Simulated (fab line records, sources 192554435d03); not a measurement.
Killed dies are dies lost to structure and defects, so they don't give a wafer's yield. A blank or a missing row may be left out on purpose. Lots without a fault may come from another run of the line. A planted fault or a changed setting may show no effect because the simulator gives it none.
fab line records | flow n5_finfet
record lots=7 wafers=21
route steps=1938 shown ZERO_LAYER@9 WELL_APT@39 FIN_SAQP@125 FIN_CUT@157 DUMMY_GATE@237 SD_EPI_P@295
start_h: hours from the record's first day to the start of the lot's first wafer shown | wait_h: hours since the lot's step before | " the same as in the row above | L1.1+2: a row that stands for several wafers | - no value, or no start given | * or withheld: withheld | < > ~ a bound
route shown NAME@n: a module of which the file shows steps, and the number in the route of the first | usual: mean/standard deviation of fault-free wafers | same: alike in all rows | chamber/n: place in a boat | sites: the reading at each site | _std_site: their standard deviation | _edge_site: outer sites' mean less inner sites' | radius_mm: how far each site lies from the wafer's centre | mask NAME#n: copy n | behind: the tool/chamber that last shaped the wafer | hold: why the lot was held/for how many hours/how that ended | device: the transistor (n, p or np) that didn't switch | end of line: the same wafers' tests at the end of the route | a step without rows: its recipe alone | killed: dies lost to structure and defects at the first sort, not the wafer's yield | map: a wafer's dies, x killed, . not, _ none there
set.NAME: the setting as run; set.NAME@STEP: as run at that earlier step | model.NAME: the simulator's own value behind a step, which no gauge read
lots whose settings were changed on purpose; a table a step, a row a wafer
## steps
# step N5_ZERO_LAYER_EXPOSE_08
# recipe mask_id=ZERO na=0.55 source_shape=conventional sigma_outer=0.8 polarization=unpolarized defocus_nm=0 target_cd_nm=2000 dose_mj=16.2
# columns lot.wafer tool chamber start_h wait_h mask set.dose_mj
L074.3+4+6 krf_scanner-02 0 12.61 - ZERO#0 16.2
L076.3+4 krf_scanner-02 0 24.64 - ZERO#0 16.2
L076.6 " 0 " " ZERO#0 17.26
L081.2+3+4 krf_scanner-01 0 54.48 - ZERO#0 16.2
L084.3+5 krf_scanner-01 0 72.60 - ZERO#0 16.2
L084.4 " 0 " " ZERO#0 16.61
L094.4+5+6 krf_scanner-01 0 132.62 - ZERO#0 16.2
L095.1+4+5 krf_scanner-01 0 138.46 - ZERO#0 16.2
L096.4+5+6 krf_scanner-01 0 144.49 - ZERO#0 16.2
# step N5_ZERO_LAYER_DEVELOP_10
# recipe develop_time_s=60 rinse_liquid=diw dry=air_spin dev_temp_c=21
# columns lot.wafer tool chamber start_h wait_h set.develop_time_s
L074.3+4+6 litho_track-01 0 - - 60
L076.3 litho_track-01 0 - - 60
L076.4+6 " 0 " " 55.44
L081.2+3 litho_track-03 0 - - 60
L081.4 " 0 " " 53.11
L084.3+4+5 litho_track-01 0 - - 72.49
L094.4 litho_track-03 0 - - 73.2
L094.5+6 " 0 " " 60
L095.1+4+5 litho_track-05 0 - - 60
L096.4 litho_track-05 0 - - 60
L096.5+6 " 0 " " 65.06
# step N5_ZERO_LAYER_HARDBAKE_23
# recipe temp_c=130 time_s=120
# step N5_ZERO_LAYER_CD_MEAS_11
# recipe target_cd_nm=2000 landing_energy_ev=500 detector=se_inlens
# usual cd_nm=2000.5/1.5
# columns lot.wafer tool chamber start_h wait_h set.dose_mj@ZERO_LAYER_EXPOSE_08 cd_nm
L074.3 cd_sem-03 0 12.78 - 16.2 1999.7
L074.4 " 0 " " 16.2 1999.3
L074.6 " 0 " " 16.2 1999.8
L076.3 cd_sem-01 0 24.81 - 16.2 2003.1
L076.4 " 0 " " 16.2 2000.5
L076.6 " 0 " " 17.26 2010.0
L081.2 cd_sem-02 0 54.65 - 16.2 2000.5
L081.3 " 0 " " 16.2 1999.8
L081.4 " 0 " " 16.2 1999.7
L084.3 cd_sem-02 0 72.77 - 16.2 2006.1
L084.4 " 0 " " 16.61 2009.5
L084.5 " 0 " " 16.2 2004.4
L094.4 cd_sem-03 0 132.79 - 16.2 2002.5
L094.5 " 0 " " 16.2 2001.4
L094.6 " 0 " " 16.2 1999.9
L095.1 cd_sem-03 0 138.64 - 16.2 2001.2
L095.4 " 0 " " 16.2 1999.6
L095.5 " 0 " " 16.2 2000.3
L096.4 cd_sem-02 0 144.65 - 16.2 1999.9
L096.5 " 0 " " 16.2 2002.0
L096.6 " 0 " " 16.2 2003.7
# step N5_WELL_APT_EXPOSE_22
# recipe mask_id=PWELL na=0.8 source_shape=conventional sigma_outer=0.8 polarization=unpolarized defocus_nm=0 target_cd_nm=200 dose_mj=23.2
# columns lot.wafer tool chamber start_h wait_h mask set.dose_mj
L074.3+4+6 krf_scanner-01 0 14.68 - PWELL#0 23.2
L076.3+6 krf_scanner-01 0 27.10 - PWELL#0 21.89
L076.4 " 0 " " PWELL#0 23.2
L081.2 krf_scanner-01 0 57.02 - PWELL#0 23.2
L081.3+4 " 0 " " PWELL#0 22.66
L084.3+4 krf_scanner-02 0 75.31 - PWELL#0 23.2
L084.5 " 0 " " PWELL#0 24.34
L094.4+5 krf_scanner-02 0 135.10 - PWELL#0 23.2
L094.6 " 0 " " PWELL#0 22.56
L095.1+4+5 krf_scanner-02 0 140.90 - PWELL#0 23.2
L096.4+6 krf_scanner-01 0 146.95 - PWELL#0 21.78
L096.5 " 0 " " PWELL#0 23.2
# step N5_WELL_APT_PEB_23
# recipe peb_temp_c=130 peb_time_s=90
# columns lot.wafer tool chamber start_h wait_h set.peb_time_s
L074.3+4 litho_track-04 0 14.72 0.0 79.9
L074.6 " 0 " " 90
L076.3+4 litho_track-03 0 27.15 0.0 90
L076.6 " 0 " " 82.97
L081.2+3+4 litho_track-03 0 57.07 0.0 90
L084.3 litho_track-02 0 75.36 0.0 78.64
L084.4+5 " 0 " " 90
L094.4+5+6 litho_track-04 0 135.15 0.0 90
L095.1+4+5 litho_track-02 0 140.96 0.1 90
L096.4+5+6 litho_track-02 0 146.99 0.0 90
# step N5_WELL_APT_DEVELOP_24
# recipe develop_time_s=45 rinse_liquid=surfactant_rinse dry=air_spin dev_temp_c=21
# step N5_WELL_APT_HARDBAKE_29
# recipe temp_c=130 time_s=120
# step N5_WELL_APT_CD_MEAS_25
# recipe target_cd_nm=200 landing_energy_ev=500 detector=se_inlens
# usual cd_nm=200.0/1.7
# columns lot.wafer tool chamber start_h wait_h set.dose_mj@WELL_APT_EXPOSE_22 cd_nm
L074.3 cd_sem-03 0 14.84 - 23.2 190.2
L074.4 " 0 " " 23.2 191.0
L074.6 " 0 " " 23.2 197.2
L076.3 cd_sem-01 0 27.26 - 21.89 187.0
L076.4 " 0 " " 23.2 199.1
L076.6 " 0 " " 21.89 187.8
L081.2 cd_sem-03 0 57.18 - 23.2 199.9
L081.3 " 0 " " 22.66 196.3
L081.4 " 0 " " 22.66 197.3
L084.3 cd_sem-02 0 75.47 - 23.2 193.3
L084.4 " 0 " " 23.2 200.2
L084.5 " 0 " " 24.34 207.8
L094.4 cd_sem-03 0 135.26 - 23.2 199.5
L094.5 " 0 " " 23.2 199.8
L094.6 " 0 " " 22.56 193.4
L095.1 cd_sem-03 0 141.09 - 23.2 203.4
L095.4 " 0 " " 23.2 205.3
L095.5 " 0 " " 23.2 202.7
L096.4 cd_sem-01 0 147.11 - 21.78 187.2
L096.5 " 0 " " 23.2 197.5
L096.6 " 0 " " 21.78 186.5
# step N5_WELL_APT_DESCUM_30
# recipe chemistry=O2 time_s=7.9 source_power_w=50 bias_power_w=20 pressure_mtorr=20 rf_frequency_hz=2.712e+07 temp_c=40 o2_flow_sccm=225
# columns lot.wafer tool chamber start_h wait_h set.dose_mj@WELL_APT_EXPOSE_22 model.WELL_APT.cd_nm
L074.3 rie_diel-01 3 15.05 0.1 23.2 190.5
L074.4 " 1 " " 23.2 191.3
L074.6 " 0 " " 23.2 197.3
L076.3 rie_diel-04 0 27.36 0.0 21.89 187.1
L076.4 " 3 " " 23.2 198.9
L076.6 " 2 " " 21.89 187.7
L081.2 rie_diel-06 0 57.27 0.0 23.2 199.7
L081.3 " 2 " " 22.66 196.6
L081.4 " 3 " " 22.66 197.3
L084.3 rie_diel-01 3 75.56 0.0 23.2 193.3
L084.4 " 2 " " 23.2 200
L084.5 " 3 " " 24.34 207.8
L094.4 rie_diel-01 3 135.38 0.1 23.2 199.5
L094.5 " 2 " " 23.2 199.7
L094.6 " 1 " " 22.56 193.4
L095.1 rie_diel-06 1 141.18 0.0 23.2 203.1
L095.4 " 0 " " 23.2 205.6
L095.5 " 1 " " 23.2 202.7
L096.4 rie_diel-04 3 147.22 0.1 21.78 187.3
L096.5 " 0 " " 23.2 197.7
L096.6 " 1 " " 21.78 186.5
# step N5_FIN_SAQP_SPACER1_ALD_24
# recipe material=SiO2 target_thk_a=203 temp_c=300 ald_precursor_family=BDEAS ald_co_reactant=O2-plasma pulse_time_s=1 purge_time_s=2 co_reactant_purge_time_s=2 ald_cycles=218 pressure_torr=2
# columns lot.wafer tool chamber start_h wait_h set.ald_cycles model.SiO2_of_FIN_SAQP_SPACER1_ALD_24.thk_nm
L074.3+4 ald_sin-02 3,1 23.51 0.1 218 20.2
L074.6 " 2 " " 218 20.4
L076.3+4 ald_sin-01 3,0 37.55 1.7 218 20.4
L076.6 " 1 " " 218 20.2
L081.2+3 ald_sin-01 0,3 65.67 0.3 230 21.4
L081.4 " 2 " " 230 21.2
L084.3 ald_sin-02 2 84.55 0.2 218 20.4
L084.4 " 3 " " 218 20.6
L084.5 " 1 " " 234 21.8
L094.4 ald_sin-03 1 144.10 0.3 218 20.2
L094.5+6 " 1,2 " " 231 21.6
L095.1+5 ald_sin-02 3 149.99 0.6 218 20.2
L095.4 " 1 " " 218 20.4
L096.4 ald_sin-01 2 156.17 0.1 240 22.2
L096.5 " 3 " " 218 20.4
L096.6 " 2 " " 240 22.4
# step N5_FIN_SAQP_SPACER1_ETCHBACK_25
# recipe chemistry=CHF3/O2 mode=anisotropic_etchback target=SiO2 target_depth_a=244 time_s=12.2 pressure_mtorr=30 source_w=650 bias_w=170 Ar_flow_sccm=200 CHF3_flow_sccm=50 O2_flow_sccm=5 ion_energy_ev=200
# step N5_FIN_SAQP_MANDREL1_REMOVE_56
# recipe chemistry=HBr/Cl2/O2 bt_time_s=10 target=a-Si stop_on=SiNx endpoint=OES-SiCl over_etch_frac=1 icp_w=600 bias_w=22 HBr_flow_sccm=150 Cl2_flow_sccm=80 O2_flow_sccm=5 pressure_mtorr=10
# columns lot.wafer tool chamber start_h wait_h set.ald_cycles@FIN_SAQP_SPACER1_ALD_24 model.FIN_SAQP.cd_nm
L074.3 rie_si-04 0 24.46 0.1 218 20.2
L074.4+6 " 3,2 " " 218 20.4
L076.3 rie_si-04 3 38.36 0.1 218 20.2
L076.4 " 2 " " 218 20.4
L076.6 " 3 " " 218 20
L081.2+3 rie_si-04 1,0 66.47 0.1 230 21.4
L081.4 " 2 " " 230 21.2
L084.3 rie_si-04 0 85.35 0.1 218 20.4
L084.4 " 2 " " 218 20.6
L084.5 " 2 " " 234 22
L094.4 rie_si-02 0 144.90 0.1 218 20.2
L094.5+6 " 1,2 " " 231 21.6
L095.1+4 rie_si-04 2,1 150.80 0.1 218 20.4
L095.5 " 0 " " 218 20.2
L096.4 rie_si-04 2 157.01 0.1 240 22.2
L096.5 " 0 " " 218 20.4
L096.6 " 1 " " 240 22.4
# step N5_FIN_SAQP_CD_MEAS_27
# recipe target_cd_nm=20 landing_energy_ev=1000 detector=se_inlens polarity=line
# usual cd_nm=20.33/0.23
# columns lot.wafer tool chamber start_h wait_h set.ald_cycles@FIN_SAQP_SPACER1_ALD_24 cd_nm
L074.3 cd_sem-01 0 24.57 0.1 218 20.06
L074.4 " 0 " " 218 20.43
L074.6 " 0 " " 218 20.41
L076.3 cd_sem-02 0 38.47 0.1 218 20.61
L076.4 " 0 " " 218 20.38
L076.6 " 0 " " 218 19.63
L081.2 cd_sem-03 0 66.58 0.1 230 21.08
L081.3 " 0 " " 230 21.48
L081.4 " 0 " " 230 20.83
L084.3 cd_sem-02 0 85.47 0.1 218 20.34
L084.4 " 0 " " 218 20.67
L084.5 " 0 " " 234 22.18
L094.4 cd_sem-03 0 145.02 0.1 218 20.34
L094.5 " 0 " " 231 21.49
L094.6 " 0 " " 231 21.67
L095.1 cd_sem-01 0 150.91 0.1 218 20.14
L095.4 " 0 " " 218 20.20
L095.5 " 0 " " 218 20.24
L096.4 cd_sem-03 0 157.09 0.0 240 22.10
L096.5 " 0 " " 218 20.20
L096.6 " 0 " " 240 22.46
# step N5_FIN_CUT_COAT_02
# recipe resist=CAR-EUV spin_rpm=1500 resist_thk_nm=30
# columns lot.wafer tool chamber start_h wait_h set.spin_rpm model.CAR-EUV_of_FIN_CUT_COAT_02.thk_nm
L074.3+4+6 litho_track-04 0 - - 1500 30.2
L076.3 litho_track-02 0 - - 1500 30.2
L076.4 " 0 " " 1500 30
L076.6 " 0 " " 1353 31.6
L081.2+3+4 litho_track-01 0 - - 1500 30
L084.3 litho_track-04 0 - - 1500 30.2
L084.4+5 " 0 " " 1650 28.8
L094.4 litho_track-04 0 - - 1359 31.4
L094.5 " 0 " " 1500 30.2
L094.6 " 0 " " 1359 31.6
L095.1+4+5 litho_track-04 0 - - 1500 30
L096.4 litho_track-02 0 - - 1553 29.6
L096.5 " 0 " " 1500 30.2
L096.6 " 0 " " 1500 30
# step N5_FIN_CUT_EBR_04
# recipe solvent=PGMEA ebr_width_mm=1.5
# step N5_FIN_CUT_SOFTBAKE_03
# recipe temp_c=110 time_s=60 resist=CAR-EUV
# step N5_FIN_CUT_EXPOSE_05
# recipe mask_id=FIN_CUT na=0.33 source_shape=annular sigma_inner=0.35 sigma_outer=0.8 polarization=unpolarized dose_mj=45.75
# step N5_FIN_CUT_PEB_06
# recipe peb_temp_c=100 peb_time_s=60 resist=CAR-EUV
# step N5_FIN_CUT_DEVELOP_07
# recipe develop_time_s=30 developer=TMAH resist=CAR-EUV rinse_liquid=surfactant_rinse dry=air_spin dev_temp_c=23
# columns lot.wafer tool chamber start_h wait_h set.spin_rpm@FIN_CUT_COAT_02 model.CAR-EUV_of_FIN_CUT_COAT_02.thk_nm
L074.3+4+6 litho_track-02 0 - - 1500 29.8
L076.3 litho_track-04 0 - - 1500 29.8
L076.4 " 0 " " 1500 29.6
L076.6 " 0 " " 1353 31.2
L081.2+3+4 litho_track-02 0 - - 1500 29.6
L084.3 litho_track-02 0 - - 1500 29.6
L084.4+5 " 0 " " 1650 28.2
L094.4+6 litho_track-02 0 - - 1359 31
L094.5 " 0 " " 1500 29.6
L095.1+4+5 litho_track-02 0 - - 1500 29.6
L096.4 litho_track-02 0 - - 1553 29.2
L096.5+6 " 0 " " 1500 29.6
# step N5_DUMMY_GATE_ETCH_37
# recipe chemistry=N2/H2 target=SOC target_depth_a=600 overetch_a=300 temp_c=40 ion_energy_ev=200 pressure_mtorr=30 source_w=840 bias_w=150 n2_flow_sccm=200 h2_flow_sccm=200
# usual rf_vpp_V=524.5/2.5
# columns lot.wafer tool chamber start_h wait_h set.source_w rf_vpp_V
L074.3 rie_diel-05 3 46.92 0.0 703.9 552.6
L074.4 " 2 " " 840 520.1
L074.6 " 3 " " 840 521.6
L076.3 rie_diel-02 0 62.40 0.0 802.1 528.5
L076.4 " 2 " " 802.1 532.4
L076.6 " 0 " " 802.1 527.7
L081.2 rie_diel-03 3 91.27 0.0 840 523.7
L081.3 " 2 " " 840 526.4
L081.4 " 1 " " 840 524.1
L084.3 rie_diel-03 0 107.71 0.0 958.7 501.5
L084.4 " 3 " " 958.7 500.9
L084.5 " 1 " " 958.7 502.2
L094.4 rie_diel-02 0 166.07 0.0 840 528.1
L094.5 " 2 " " 840 523.3
L094.6 " 3 " " 840 528.2
L095.1 rie_diel-02 2 173.24 0.0 840 524.4
L095.4 " 3 " " 840 526.7
L095.5 " 2 " " 840 524.4
L096.4 rie_diel-02 3 179.68 0.0 840 527.4
L096.5 " 3 " " 798.1 535.7
L096.6 " 2 " " 798.1 531.5
# step N5_SD_EPI_P_COAT_34
# recipe resist=SOC temp_c=250 time_s=60 spin_rpm=1500 resist_thk_nm=350
# columns lot.wafer tool chamber start_h wait_h set.spin_rpm model.SOC_of_SD_EPI_P_COAT_34.thk_nm
L074.3 litho_track-04 0 54.71 0.0 1593 339.8
L074.4 " 0 " " 1500 350.4
L074.6 " 0 " " 1500 349.8
L076.3 litho_track-01 0 69.83 0.0 1660 331.8
L076.4 " 0 " " 1660 331.4
L076.6 " 0 " " 1500 348.6
L081.2 litho_track-01 0 98.62 0.0 1450 358.4
L081.3 " 0 " " 1500 352
L081.4 " 0 " " 1450 357.8
L084.3 litho_track-05 0 116.29 0.0 1500 351.8
L084.4 " 0 " " 1576 343.4
L084.5 " 0 " " 1576 343.2
L094.4 litho_track-05 0 172.45 0.0 1376 365
L094.5 " 0 " " 1376 365.4
L094.6 " 0 " " 1500 349
L095.1 litho_track-01 0 179.99 0.0 1500 349.2
L095.4 " 0 " " 1500 349
L095.5 " 0 " " 1500 348.6
L096.4 litho_track-01 0 188.19 0.0 1500 350.6
L096.5 " 0 " " 1500 350.4
L096.6 " 0 " " 1500 350
# step N5_SD_EPI_P_PEB_07
# recipe peb_temp_c=110 peb_time_s=60 resist=CAR-ArF-block
# columns lot.wafer tool chamber start_h wait_h set.peb_time_s
L074.3+4+6 litho_track-01 0 55.02 0.0 60
L076.3 litho_track-01 0 70.13 0.0 60
L076.4+6 " 0 " " 70.49
L081.2+3+4 litho_track-04 0 98.93 0.0 60
L084.3+4+5 litho_track-05 0 116.59 0.0 60
L094.4 litho_track-05 0 172.76 0.0 64.42
L094.5+6 " 0 " " 60
L095.1+4+5 litho_track-01 0 180.29 0.1 60
L096.4+6 litho_track-01 0 188.49 0.0 60
L096.5 " 0 " " 56.55
# step N5_SD_EPI_P_DEVELOP_08
# recipe develop_time_s=30 developer=TMAH resist=CAR-ArF-block dev_temp_c=23 rinse_liquid=diw dry=air_spin
# step N5_SD_EPI_P_CD_MEAS_09
# recipe target_cd_nm=240 landing_energy_ev=500 detector=se_inlens
# usual cd_nm=239.9/0.56
# columns lot.wafer tool chamber start_h wait_h set.peb_time_s@SD_EPI_P_PEB_07 cd_nm
L074.3 cd_sem-02 0 55.08 - 60 239.3
L074.4 " 0 " " 60 239.9
L074.6 " 0 " " 60 238.9
L076.3 cd_sem-02 0 70.20 - 60 239.5
L076.4 " 0 " " 70.49 245.5
L076.6 " 0 " " 70.49 245.5
L081.2 cd_sem-02 0 98.99 - 60 240.5
L081.3 " 0 " " 60 239.7
L081.4 " 0 " " 60 240.5
L084.3 cd_sem-03 0 116.66 - 60 240.4
L084.4 " 0 " " 60 240.0
L084.5 " 0 " " 60 240.6
L094.4 cd_sem-02 0 172.82 - 64.42 243.5
L094.5 " 0 " " 60 239.2
L094.6 " 0 " " 60 240.5
L095.1 cd_sem-01 0 180.36 - 60 240.8
L095.4 " 0 " " 60 240.5
L095.5 " 0 " " 60 239.8
L096.4 cd_sem-02 0 188.56 - 60 239.7
L096.5 " 0 " " 56.55 237.5
L096.6 " 0 " " 60 240.9
# step N5_SD_EPI_P_DESCUM_14
# recipe chemistry=O2 time_s=7.9 source_power_w=50 bias_power_w=20 pressure_mtorr=20 rf_frequency_hz=2.712e+07 temp_c=40 resist=CAR-ArF-block o2_flow_sccm=225
# columns lot.wafer tool chamber start_h wait_h set.peb_time_s@SD_EPI_P_PEB_07 model.SD_EPI_P.cd_nm
L074.3 rie_diel-02 2 55.17 0.0 60 239
L074.4 " 0 " " 60 239.8
L074.6 " 2 " " 60 239.2
L076.3 rie_diel-03 0 70.28 0.0 60 239.6
L076.4+6 " 3,0 " " 70.49 245.4
L081.2 rie_diel-03 0 99.16 0.1 60 240.2
L081.3 " 2 " " 60 239.8
L081.4 " 1 " " 60 240.4
L084.3 rie_diel-02 1 116.75 0.0 60 240.4
L084.4 " 0 " " 60 240
L084.5 " 0 " " 60 240.6
L094.4 rie_diel-03 1 172.91 0.0 64.42 243.4
L094.5 " 3 " " 60 239.4
L094.6 " 2 " " 60 240.2
L095.1 rie_diel-02 3 180.45 0.0 60 241
L095.4 " 1 " " 60 240.4
L095.5 " 0 " " 60 239.6
L096.4 rie_diel-03 0 188.65 0.0 60 239.6
L096.5 " 3 " " 56.55 237.2
L096.6 " 0 " " 60 240.6
# step N5_SD_EPI_P_ETCH_36
# recipe chemistry=CF4 target=SiARC target_depth_a=455 mask_material=CAR-ArF-block time_s=75.8 ion_energy_ev=80 pressure_mtorr=40 source_w=545 bias_w=36 Ar_flow_sccm=100 cf4_flow_sccm=100 ends=cleared
# columns lot.wafer tool chamber start_h wait_h set.peb_time_s@SD_EPI_P_PEB_07 model.SD_EPI_P.cd_nm
L074.3+6 rie_diel-02 2 55.20 0.0 60 239
L074.4 " 0 " " 60 240
L076.3 rie_diel-03 0 70.32 0.0 60 239.8
L076.4+6 " 3,0 " " 70.49 245.4
L081.2 rie_diel-03 0 99.20 0.0 60 240.4
L081.3 " 2 " " 60 240
L081.4 " 1 " " 60 240.6
L084.3 rie_diel-02 1 116.79 0.0 60 240.4
L084.4 " 0 " " 60 240.2
L084.5 " 0 " " 60 240.8
L094.4 rie_diel-03 1 172.94 0.0 64.42 243.4
L094.5 " 3 " " 60 239.6
L094.6 " 2 " " 60 240.4
L095.1 rie_diel-02 3 180.48 0.0 60 241
L095.4 " 1 " " 60 240.4
L095.5 " 0 " " 60 239.6
L096.4 rie_diel-03 0 188.68 0.0 60 239.8
L096.5 " 3 " " 56.55 237.4
L096.6 " 0 " " 60 240.6
# step N5_SD_EPI_P_ETCH_37
# recipe chemistry=N2/H2 target=SOC overetch_a=1080 mask_material=SiARC temp_c=40 ion_energy_ev=100 source_w=3000 bias_w=133 pressure_mtorr=20 time_s=486 n2_flow_sccm=200 h2_flow_sccm=200 ends=end_point
# columns lot.wafer tool chamber start_h wait_h set.peb_time_s@SD_EPI_P_PEB_07 model.SD_EPI_P.cd_nm
L074.3 rie_diel-02 2 55.26 0.0 60 238.6
L074.4 " 0 " " 60 239.2
L074.6 " 2 " " 60 238.8
L076.3 rie_diel-03 0 70.37 0.0 60 238.4
L076.4 " 3 " " 70.49 244.4
L076.6 " 0 " " 70.49 245.4
L081.2 rie_diel-03 0 99.25 0.0 60 239.2
L081.3 " 2 " " 60 239.4
L081.4 " 1 " " 60 240.8
L084.3+4+5 rie_diel-02 1,0,0 116.84 0.0 60 238.4
L094.4 rie_diel-03 1 173.00 0.0 64.42 245.4
L094.5 " 3 " " 60 239.8
L094.6 " 2 " " 60 241.4
L095.1+4 rie_diel-02 3,1 180.54 0.0 60 240
L095.5 " 0 " " 60 238.2
L096.4 rie_diel-03 0 188.74 0.0 60 240.2
L096.5 " 3 " " 56.55 237.6
L096.6 " 0 " " 60 240.4
## key
split step=N5_ZERO_LAYER_EXPOSE_08 setting=dose_mj stated=16.2 by=wafer
response step=N5_ZERO_LAYER_CD_MEAS_11 reading=cd_nm change=+1.31 per=1% r=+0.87
split step=N5_ZERO_LAYER_DEVELOP_10 setting=develop_time_s stated=60 by=wafer
response none clear
split step=N5_WELL_APT_EXPOSE_22 setting=dose_mj stated=23.2 by=wafer
response step=N5_WELL_APT_CD_MEAS_25 reading=cd_nm change=+1.97 per=1% r=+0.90
response step=N5_WELL_APT_DESCUM_30 reading=model.WELL_APT.cd_nm change=+1.96 per=1% r=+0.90
split step=N5_WELL_APT_PEB_23 setting=peb_time_s stated=90 by=wafer
response none clear
split step=N5_FIN_SAQP_SPACER1_ALD_24 setting=ald_cycles stated=218 by=wafer
response step=N5_FIN_SAQP_SPACER1_ALD_24 reading=model.SiO2_of_FIN_SAQP_SPACER1_ALD_24.thk_nm change=+0.194 per=1% r=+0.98
response step=N5_FIN_SAQP_MANDREL1_REMOVE_56 reading=model.FIN_SAQP.cd_nm change=+0.201 per=1% r=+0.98
response step=N5_FIN_SAQP_CD_MEAS_27 reading=cd_nm change=+0.213 per=1% r=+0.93
split step=N5_FIN_CUT_COAT_02 setting=spin_rpm stated=1500 by=wafer
response step=N5_FIN_CUT_COAT_02 reading=model.CAR-EUV_of_FIN_CUT_COAT_02.thk_nm change=-0.144 per=1% r=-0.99
response step=N5_FIN_CUT_DEVELOP_07 reading=model.CAR-EUV_of_FIN_CUT_COAT_02.thk_nm change=-0.146 per=1% r=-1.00
split step=N5_DUMMY_GATE_ETCH_37 setting=source_w stated=840 by=wafer
response step=N5_DUMMY_GATE_ETCH_37 reading=rf_vpp_V change=-1.9 per=1% r=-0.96
split step=N5_SD_EPI_P_COAT_34 setting=spin_rpm stated=1500 by=wafer
response step=N5_SD_EPI_P_COAT_34 reading=model.SOC_of_SD_EPI_P_COAT_34.thk_nm change=-1.72 per=1% r=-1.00
split step=N5_SD_EPI_P_PEB_07 setting=peb_time_s stated=60 by=wafer
response step=N5_SD_EPI_P_CD_MEAS_09 reading=cd_nm change=+0.377 per=1% r=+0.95
response step=N5_SD_EPI_P_DESCUM_14 reading=model.SD_EPI_P.cd_nm change=+0.368 per=1% r=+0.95
response step=N5_SD_EPI_P_ETCH_36 reading=model.SD_EPI_P.cd_nm change=+0.354 per=1% r=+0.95
response step=N5_SD_EPI_P_ETCH_37 reading=model.SD_EPI_P.cd_nm change=+0.419 per=1% r=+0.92
